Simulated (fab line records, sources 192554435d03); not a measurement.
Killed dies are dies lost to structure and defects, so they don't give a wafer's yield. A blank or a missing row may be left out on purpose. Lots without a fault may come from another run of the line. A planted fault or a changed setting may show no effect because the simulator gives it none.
Which tool did it? | flow n5_finfet | 11 lots, 32 wafers sampled, at 5 steps of a route of 1938

WHAT THE GAUGES READ, wafer by wafer
The record holds no reading of a measuring or inspecting step that can be judged against a usual standard deviation.

WHICH TOOL RAN EACH LOT (tool, then ch and the chambers of the sampled wafers, then the start)
lot  | N5_BEOL_M5_SPUTTER_88        | N5_PASSIVATION_DEGAS_18      | N5_PASSIVATION_SPUTTER_20    | N5_PASSIVATION_STRIP_34            | N5_PASSIVATION_PROBE_49
L748 | pvd_sputter-03, day 11 11:53 | pvd_sputter-01, day 15 14:52 | pvd_sputter-01, day 15 14:56 | rie_diel-04 ch 0,3, day 15 16:16   | prober-02, day 15 20:44
L751 | pvd_sputter-03, day 12 06:16 | pvd_sputter-01, day 16 01:25 | pvd_sputter-01, day 16 01:30 | rie_diel-04 ch 1,3, day 16 02:47   | -
L750 | pvd_sputter-01, day 12 16:34 | pvd_sputter-02, day 16 04:59 | pvd_sputter-02, day 16 05:04 | rie_diel-01 ch 1,2,3, day 16 06:28 | prober-02, day 16 10:57
L749 | pvd_sputter-03, day 12 19:59 | pvd_sputter-03, day 16 04:41 | pvd_sputter-03, day 16 04:46 | rie_diel-03 ch 1,2, day 16 06:08   | prober-01, day 16 10:32
L754 | pvd_sputter-02, day 12 23:46 | pvd_sputter-01, day 17 05:20 | pvd_sputter-01, day 17 05:25 | rie_diel-03 ch 0,1,3, day 17 06:44 | prober-02, day 17 11:20
L756 | pvd_sputter-03, day 13 10:09 | pvd_sputter-03, day 17 16:32 | pvd_sputter-03, day 17 16:37 | rie_diel-04 ch 1,2, day 17 18:01   | prober-01, day 17 22:19
L764 | pvd_sputter-01, day 15 03:05 | pvd_sputter-02, day 19 10:05 | pvd_sputter-02, day 19 10:10 | rie_diel-04 ch 1,2, day 19 11:25   | -
L763 | pvd_sputter-01, day 16 07:06 | pvd_sputter-01, day 20 05:30 | pvd_sputter-01, day 20 05:35 | rie_diel-01 ch 1,2,3, day 20 07:17 | prober-02, day 20 11:36
L766 | pvd_sputter-01, day 16 12:17 | pvd_sputter-02, day 21 05:59 | pvd_sputter-02, day 21 06:04 | rie_diel-03 ch 2,3, day 21 07:19   | -
L768 | pvd_sputter-03, day 16 18:16 | pvd_sputter-02, day 21 09:19 | pvd_sputter-02, day 21 09:24 | rie_diel-03 ch 0,1,3, day 21 10:49 | -
L767 | pvd_sputter-03, day 17 14:37 | pvd_sputter-03, day 21 09:19 | pvd_sputter-03, day 21 09:23 | rie_diel-03 ch 0,1,3, day 21 10:40 | -
- N5_BEOL_M5_SPUTTER_88: material Cu, target thk 15 nm, time 27.62 s.
- N5_PASSIVATION_DEGAS_18: time 60 s.
- N5_PASSIVATION_SPUTTER_20: material TaN, target thk 50 nm.
- N5_PASSIVATION_STRIP_34: strips in O2.
- N5_PASSIVATION_PROBE_49

WHAT THE TOOLS THEMSELVES READ (means of the sampled wafers that have a number; where no wafer has one, the mark that the record gives instead)
N5_BEOL_M5_SPUTTER_88.
lot  | tool           | throttle_valve_pct (%)
L748 | pvd_sputter-03 | 29.8
L751 | pvd_sputter-03 | 29.8
L750 | pvd_sputter-01 | 29.4
L749 | pvd_sputter-03 | 29.4
L754 | pvd_sputter-02 | 30.0
L756 | pvd_sputter-03 | 30.0
L764 | pvd_sputter-01 | 30.0
L763 | pvd_sputter-01 | 30.1
L766 | pvd_sputter-01 | 30.2
L768 | pvd_sputter-03 | 29.7
L767 | pvd_sputter-03 | 30.6

N5_PASSIVATION_DEGAS_18.
lot  | tool           | heater_power_w (W)
L748 | pvd_sputter-01 | 468
L751 | pvd_sputter-01 | 458
L750 | pvd_sputter-02 | 437
L749 | pvd_sputter-03 | 416
L754 | pvd_sputter-01 | 447
L756 | pvd_sputter-03 | 451
L764 | pvd_sputter-02 | 435
L763 | pvd_sputter-01 | 461
L766 | pvd_sputter-02 | 433
L768 | pvd_sputter-02 | 400
L767 | pvd_sputter-03 | 431

N5_PASSIVATION_SPUTTER_20.
lot  | tool           | throttle_valve_pct (%)
L748 | pvd_sputter-01 | 30.1
L751 | pvd_sputter-01 | 29.9
L750 | pvd_sputter-02 | 29.8
L749 | pvd_sputter-03 | 29.7
L754 | pvd_sputter-01 | 30.1
L756 | pvd_sputter-03 | 30.2
L764 | pvd_sputter-02 | 30.1
L763 | pvd_sputter-01 | 29.9
L766 | pvd_sputter-02 | 29.9
L768 | pvd_sputter-02 | 29.7
L767 | pvd_sputter-03 | 29.9

N5_PASSIVATION_STRIP_34.
lot  | tool        | drypump_motor_current_A (A) | oes_product_au (a.u.) | rf_vpp_V (V) | showerhead_plenum_p_Torr (Torr) | throttle_valve_pct (%)
L748 | rie_diel-04 | 5.65                        | 0.78                  | 3.5          | 2.10                            | 16.95
L751 | rie_diel-04 | 5.49                        | 0.75                  | 3.5          | 2.12                            | 16.96
L750 | rie_diel-01 | 5.67                        | 0.78                  | 3.0          | 2.08                            | 16.71
L749 | rie_diel-03 | 5.87                        | 0.69                  | 1.9          | 2.07                            | 16.91
L754 | rie_diel-03 | 5.67                        | 0.78                  | 2.1          | 2.01                            | 16.66
L756 | rie_diel-04 | 5.56                        | 0.86                  | 4.5          | 2.11                            | 16.50
L764 | rie_diel-04 | 5.74                        | 0.82                  | 3.6          | 2.07                            | 16.59
L763 | rie_diel-01 | 5.69                        | 0.85                  | 3.7          | 2.07                            | 16.58
L766 | rie_diel-03 | 5.74                        | 0.76                  | 2.4          | 2.00                            | 16.56
L768 | rie_diel-03 | 5.65                        | 0.73                  | 2.4          | 1.99                            | 16.75
L767 | rie_diel-03 | 5.65                        | 0.74                  | 3.0          | 1.99                            | 16.72

N5_PASSIVATION_PROBE_49.
lot  | tool      | defect_limited_yield (%) | killed_at_M0_to_M3 | killed_at_M4_up | killed_at_contacts | killed_at_front_end | killed_at_other | killed_dies | killed_on_rim | killed_open | killed_short | sort_bin_5_function (%) | sort_bin_6_memory (%) | sort_bin_8_speed (%) | sort_n_pass | sort_yield_pct (%)
L748 | prober-02 | 91.8                     | 30                 | 17              | 8                  | 39                  | 3               | 97          | 9             | 65          | 29           | 4.9                     | 3.1                   | 0.0                  | 1083        | 91.8
L750 | prober-02 | 91.7                     | 38                 | 17              | 6                  | 34                  | 2               | 97          | 10            | 68          | 28           | 5.2                     | 2.8                   | 0.0                  | 1083        | 91.7
L749 | prober-01 | 92.7                     | 32                 | 14              | 7                  | 30                  | 4               | 87          | 14            | 51          | 32           | 4.2                     | 2.9                   | 0.0                  | 1093        | 92.7
L754 | prober-02 | 92.2                     | 37                 | 20              | 12                 | 20                  | 3               | 92          | 13            | 63          | 27           | 4.6                     | 2.9                   | 0.0                  | 1088        | 92.2
L756 | prober-01 | 87.6                     | 39                 | 37              | 16                 | 45                  | 9               | 147         | 18            | 88          | 29           | 7.6                     | 3.9                   | 0.1                  | 1032        | 87.5
L763 | prober-02 | 93.8                     | 23                 | 10              | 7                  | 30                  | 2               | 73          | 8             | 46          | 26           | 3.6                     | 2.2                   | 0.0                  | 1107        | 93.8

THE ANSWER, worked out from the rows above alone
Rule: what is usual is taken from the lots themselves. Put in order of their means at a reading, lots are off if they are a third of the lots or fewer, leave a main group of 4 or more, and stand apart from it by a gap of 3 or more times the standard deviation of the main group's means; of several such gaps the widest counts. A main group whose means are all the same, to the digits that the tables above print for the reading, isn't used. A lot without any number at a reading at which 4 lots or more have one is off too. The other lots that the step has rows for count as sound. The gauges are gone through in route order, then the tools' own readings, and for those a lot's mean is taken as printed above. The first step at which some lot is off is used, and at that step the reading that is off furthest; a lot without a number counts as furthest.
Off: L756, at N5_PASSIVATION_PROBE_49 (killed_at_other). The main group: mean 3, standard deviation 0.75. Neither off nor sound, because the step has no rows for them: L751, L764, L766, L768, L767.
A tool fits if, at that step or a process step before it, it ran every lot that is off, and no sound lot after the first of them. Can't be told from this: 3 tools fit, pvd_sputter-03 at N5_BEOL_M5_SPUTTER_88 and N5_PASSIVATION_DEGAS_18 and N5_PASSIVATION_SPUTTER_20, rie_diel-04 at N5_PASSIVATION_STRIP_34, prober-01 at N5_PASSIVATION_PROBE_49.

WHAT THE SIMULATOR HAD PUT IN
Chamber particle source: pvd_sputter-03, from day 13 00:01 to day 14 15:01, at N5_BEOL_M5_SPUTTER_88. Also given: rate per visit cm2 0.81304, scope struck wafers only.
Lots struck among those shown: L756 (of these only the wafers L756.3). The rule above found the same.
